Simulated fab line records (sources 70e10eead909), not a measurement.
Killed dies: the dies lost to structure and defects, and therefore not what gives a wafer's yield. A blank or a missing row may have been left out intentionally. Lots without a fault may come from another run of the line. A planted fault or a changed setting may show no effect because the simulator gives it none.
Which tool was responsible?    flow nandHarc    38 wafers from 13 lots sampled at 5 of the route's 1159 steps

== WHAT THE GAUGES SHOWED, per wafer ==
NHARC_HYBRID_BOND_INSPECT_06: inspects for defects (ir void).
lot   measured      on                rawDefectCount
L998  day 18 21:40  defectInspect-02  33 44 36
L995  day 18 21:45  defectInspect-02  15 8 5
L999  day 19 18:55  defectInspect-02  43 45 29
L100  day 20 08:11  defectInspect-01  29 28 27
L102  day 21 02:28  defectInspect-02  27 33 19
L103  day 21 02:30  defectInspect-02  44 41 45
L108  day 22 10:01  defectInspect-01  37 37 36
L111  day 23 08:59  defectInspect-02  17
L115  day 23 08:59  defectInspect-01  48 30 33
L112  day 23 18:55  defectInspect-01  59 56 55
L114  day 23 18:56  defectInspect-01  69 56 60
L117  day 24 02:38  defectInspect-02  29 16 23
L116  day 24 02:38  defectInspect-01  46 52 40

NHARC_END_SORT_01.
lot   measured      on         defectLimitedYield (%)  killedAtArray  killedAtOther  killedAtPeriphery  killedDies  killedOpen  killedShort  sort_bin_2_pct (%)  sort_bin_3_pct (%)  sort_bin_4_pct (%)  sortNPass    sortRimYieldPct (%)  sortYieldPct (%)
L999  day 20 19:42  prober-01  93.5 94.2               40 32          2 1            2 6                44 39       3 5         2 2          1.8 1.9             0.89 0.30           3.8 3.5             633 638      88 92                93.5 94.2
L100  day 21 08:11  prober-02  96.6 95.9 95.4          22 23 24       0 2 1          1 3 6              23 28 31    1 1 6       2 2 2        1.2 1.5 2.2         0.44 0.44 0         1.8 2.2 2.4         654 649 646  90 94 95             96.6 95.9 95.4
L102  day 21 22:07  prober-01  96.6 95.3 96.5          19 26 19       0 0 0          4 6 5              23 32 24    1 4 2       0 1 2        1.6 1.0 0.6         0.15 0.30 0.15      1.6 3.4 2.8         654 645 653  99 94 96             96.6 95.3 96.5
L111  day 24 12:32  prober-01  96.5 0                  17 676         2 1            5 0                24 677      5 2         1 2          0.3 97.5            0.44 0              2.8 2.5             653 0        97 0                 96.5 0

== TOOL THAT RAN EACH LOT (tool first, then ch and the chambers of the sampled wafers, then the start) ==
lot   NHARC_A_BONDPAD_ECD_18         NHARC_THIN_TSV_DESCUM_14           NHARC_THIN_TSV_STRIP_45
L998  ecdCu-01 ch 0,1, day 18 10:44  rieDiel-08 ch 0,1, day 19 01:46    plasmaAsher-01 ch 0,1, day 19 02:42
L995  ecdCu-02 ch 0,1, day 18 11:25  rieDiel-10 ch 1,2, day 19 05:26    plasmaAsher-02 ch 0,1, day 19 06:25
L999  ecdCu-01 ch 0,1, day 19 07:48  rieDiel-10 ch 0,2,3, day 19 21:44  plasmaAsher-02 ch 0,1, day 19 22:41
L100  ecdCu-02 ch 0,1, day 19 20:24  rieDiel-10 ch 0,1,3, day 20 10:56  plasmaAsher-02 ch 0,1, day 20 11:49
L102  ecdCu-01 ch 0,1, day 20 15:04  rieDiel-10 ch 0,1, day 21 05:14    plasmaAsher-02 ch 0,1, day 21 06:06
L103  ecdCu-02 ch 0,1, day 20 18:07  rieDiel-08 ch 0,1,3, day 21 07:54  plasmaAsher-01 ch 1, day 21 08:49
L108  ecdCu-02 ch 0,1, day 21 20:56  rieDiel-02 ch 1,2, day 22 12:44    plasmaAsher-01 ch 0,1, day 22 13:44
L111  ecdCu-02 ch 0, day 22 19:28    rieDiel-10 ch 0, day 23 11:43      plasmaAsher-01 ch 1, day 23 12:50
L115  ecdCu-01 ch 0,1, day 22 21:10  rieDiel-08 ch 1,3, day 23 12:59    plasmaAsher-01 ch 0,1, day 23 14:47
L112  ecdCu-01 ch 0, day 23 07:48    rieDiel-02 ch 2,3, day 23 21:39    plasmaAsher-01 ch 0, day 23 22:41
L114  ecdCu-01 ch 0, day 23 10:18    rieDiel-08 ch 1,2,3, day 24 00:10  plasmaAsher-01 ch 0,1, day 24 01:01
L117  ecdCu-01 ch 0,1, day 23 15:31  rieDiel-08 ch 0,1,2, day 24 05:29  plasmaAsher-02 ch 0,1, day 24 06:22
L116  ecdCu-01 ch 0,1, day 23 15:54  rieDiel-02 ch 1,3, day 24 06:43    plasmaAsher-01 ch 0,1, day 24 07:38
- NHARC_A_BONDPAD_ECD_18: material Cu, target thk 400 nm.
- NHARC_THIN_TSV_DESCUM_14: chemistry O2, time 3 s.
- NHARC_THIN_TSV_STRIP_45: strips in O2.

== WHAT THE TOOLS THEMSELVES READ (means of the sampled wafers that have a number; where no wafer has one, the mark that the record gives instead) ==
NHARC_THIN_TSV_DESCUM_14.
lot   tool        drypumpMotorCurrentA (A)  oesProductAu (a.u.)  rfVppV (V)  showerheadPlenumPTorr (Torr)  throttleValvePct (%)
L998  rieDiel-08  5.4                       0.998                57.3        1.85                          11.309
L995  rieDiel-10  5.9                       1.004                57.2        1.88                          11.310
L999  rieDiel-10  5.4                       1.010                56.7        1.97                          11.306
L100  rieDiel-10  5.2                       1.001                58.4        1.92                          11.314
L102  rieDiel-10  5.2                       1.002                57.6        1.95                          11.307
L103  rieDiel-08  5.5                       0.997                57.5        1.89                          11.317
L108  rieDiel-02  5.5                       1.004                57.6        1.80                          11.304
L111  rieDiel-10  5.0                       0.986                57.7        2.00                          11.296
L115  rieDiel-08  5.5                       0.997                57.7        1.88                          11.297
L112  rieDiel-02  5.5                       1.005                58.0        1.80                          11.306
L114  rieDiel-08  5.6                       0.995                56.6        1.88                          11.306
L117  rieDiel-08  5.6                       0.997                58.8        1.89                          11.314
L116  rieDiel-02  5.9                       1.007                57.1        1.86                          11.302

NHARC_THIN_TSV_STRIP_45.
lot   tool            drypumpMotorCurrentA (A)  heaterPowerW (W)
L998  plasmaAsher-01  5.8                       309
L995  plasmaAsher-02  6.4                       302
L999  plasmaAsher-02  6.2                       299
L100  plasmaAsher-02  6.2                       307
L102  plasmaAsher-02  6.4                       298
L103  plasmaAsher-01  5.8                       319
L108  plasmaAsher-01  5.8                       336
L111  plasmaAsher-01  5.8                       331
L115  plasmaAsher-01  5.8                       333
L112  plasmaAsher-01  5.8                       345
L114  plasmaAsher-01  5.8                       331
L117  plasmaAsher-02  6.4                       306
L116  plasmaAsher-01  5.8                       322

== THE ANSWER, worked out from the rows above alone ==
Rule: the usual values come from the lots themselves. The widest of any qualifying gaps counts: lots, ordered by their means at a reading, are off when they make up no more than a third of the lots, leave a main group of 4 or more, and stand apart from it by 3 or more times the standard deviation of that group's means. A main group whose means are all the same, to the digits that the tables above print for the reading, isn't used. A lot without any number at a reading at which 4 lots or more have one is off too. Where the step has rows for the other lots, those lots are counted as sound. The gauges are gone through in route order, then the tools' own readings, and for those a lot's mean is taken as printed above. At the first step where some lot is off, the reading lying furthest off is the one used; lots without a number count as furthest.
Across all readings shown, no lot is off: no conclusion can be drawn from this.

== WHAT THE SIMULATOR HAD INSERTED ==
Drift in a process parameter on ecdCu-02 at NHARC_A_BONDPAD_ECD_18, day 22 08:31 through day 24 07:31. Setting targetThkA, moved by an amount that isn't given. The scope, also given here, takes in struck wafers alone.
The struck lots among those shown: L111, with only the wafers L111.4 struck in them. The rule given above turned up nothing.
